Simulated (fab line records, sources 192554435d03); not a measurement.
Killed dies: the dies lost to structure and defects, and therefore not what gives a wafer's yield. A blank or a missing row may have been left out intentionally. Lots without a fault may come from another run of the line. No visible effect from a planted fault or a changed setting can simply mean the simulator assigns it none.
Struck lot and sound lot, side by side    flow n5 finfet    16 out of 1938 route steps
Sound: the wafers L847.1, L847.2, L847.4. Struck: wafers L858.4, L858.6. (L858.2 of the same lot was not struck and is left out.) The cause comes at the end.
Per side, at each step with rows, come the tool, then ch with its chambers, and then its first start. Under that, the readings that differ: sound wafers    struck wafers    difference of the means    sigmas: that difference in standard deviations of wafers without a fault.
alike: readings whose means differ by less than 2 such deviations, and words and numbers that are the same on both sides. not compared: withheld readings, readings that some wafer has no value for, bounds like >300 that may hide the same value, and numbers for which the record gives no deviation and whose values overlap.
A row with sigmas, a row that says differs or no value, or rows on one side alone: a step with any of these is where the two part. Numbers that have no deviation but don't overlap get no sigmas and don't part them. Lack of a reading on every wafer of one side parts them only where that side has two or more wafers.

N5_BEOL_M3_SPUTTER_90: material Cu, target thk 4.5 nm, time 8.29 s.
  sound on pvd sputter-01 at day 9 16:34; struck on pvd sputter-03 at day 12 22:04
  alike: chuck sensor temp C, throttle valve pct
then, 2 steps without rows for these wafers: N5_BEOL_M3_ANNEAL_91 (time 240 s); N5_BEOL_M3_SPUTTER_92 (material Cu, target thk 4.5 nm, time 8.29 s).
N5_BEOL_M3_ANNEAL_93: time 240 s.
  sound on pvd sputter-01 at day 9 16:52; struck on pvd sputter-03 at day 12 22:22
  alike: heater power w
then, 1 step without rows for these wafers: N5_BEOL_M3_SPUTTER_94 (material Cu, target thk 4.5 nm, time 8.29 s).
N5_BEOL_M3_ANNEAL_95: time 240 s.
  sound on pvd sputter-01 at day 9 17:05; struck on pvd sputter-03 at day 12 22:35
  alike: heater power w
then, 2 steps without rows for these wafers: N5_BEOL_M3_SPUTTER_96 (material Cu, target thk 4.5 nm, time 8.29 s); N5_BEOL_M3_ECD_50 (material Cu, target thk 300 nm).
N5_BEOL_M3_ANNEAL_51: time 90 s.
  sound on rtp anneal-02 ch 0, day 9 17:29; struck on rtp anneal-02 ch 0, day 12 22:58
  alike: wafer_temp_C_max
N5_BEOL_M3_CMP_52: polishes, stops on SiOC, t overpolish 6.8 s, target thk 40 nm.
  sound on cmp-01 ch 0,1,2, day 9 17:47; struck on cmp-01 ch 1,2, day 12 23:15
  alike: barrier field endpoint s, motor current A, overpolish run s, time to endpoint s
N5_BEOL_M3_THK_MEAS_53: measures by xrf.
  sound on film metro-01 at day 9 18:05; struck on film metro-01 at day 12 23:31
  alike: M3_THK
then, 1 step without rows for these wafers: N5_BEOL_M3_PRE_CLEAN_60 (time 15 s).
N5_BEOL_M3_CO_CAP_55: material Co, precursor CCTBA/H2, target thk 2 nm, time 102.1 s.
  sound on cvd co-02 ch 0,1,2, day 9 18:10; struck on cvd co-02 ch 1,2, day 12 23:35
reading                                    sound              struck     difference  sigmas
run length s (s)                           124.1 124.8 125.1  66.4 66.1  -58.4       -99 or more
model.Co_of_BEOL_M3_CO_CAP_55.thk nm (nm)  2 2 2.2            1 1        -1          
  alike: chamber pressure Torr, heater power w
then, 1 step without rows for these wafers: N5_BEOL_M3_PRE_CLEAN_56 (time 15 s).
N5_BEOL_M4_RC_MEAS_101:
  sound on prober-01 ch 0, day 10 20:51; struck on prober-02 ch 0, day 13 13:45
  alike: DIBL_N, DIBL_P, IOFF_N, IOFF_P, ION_N, ION_P, SS_N, SS_P, VT_N, VT_P
-- record jumps: 5 days separate the struck wafers' starts on either side; left off in module BEOL_M4, taken up again in module PASSIVATION, whose first shown step is the route's number 1936 --
N5_PASSIVATION_PROBE_49:
  sound on prober-01 at day 15 20:47; struck on prober-02 at day 18 20:08
  alike: defect limited yield, killed_at_M0_to_M3, killed_at_M4_up, killed at contacts, killed at front end, killed at other, killed dies, killed open, killed short, sort_bin_5_function, sort_bin_6_memory, sort_bin_8_speed, sort n pass, sort yield pct

## WHERE THEY PART
At N5_BEOL_M3_CO_CAP_55 and nowhere else, as far as this record goes. Later steps at which nothing parts them and some readings are alike: N5_BEOL_M4_RC_MEAS_101, N5_PASSIVATION_PROBE_49.

WHY: whatever the simulator had introduced
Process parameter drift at N5_BEOL_M3_CO_CAP_55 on cvd co-02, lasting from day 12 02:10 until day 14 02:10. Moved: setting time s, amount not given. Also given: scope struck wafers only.
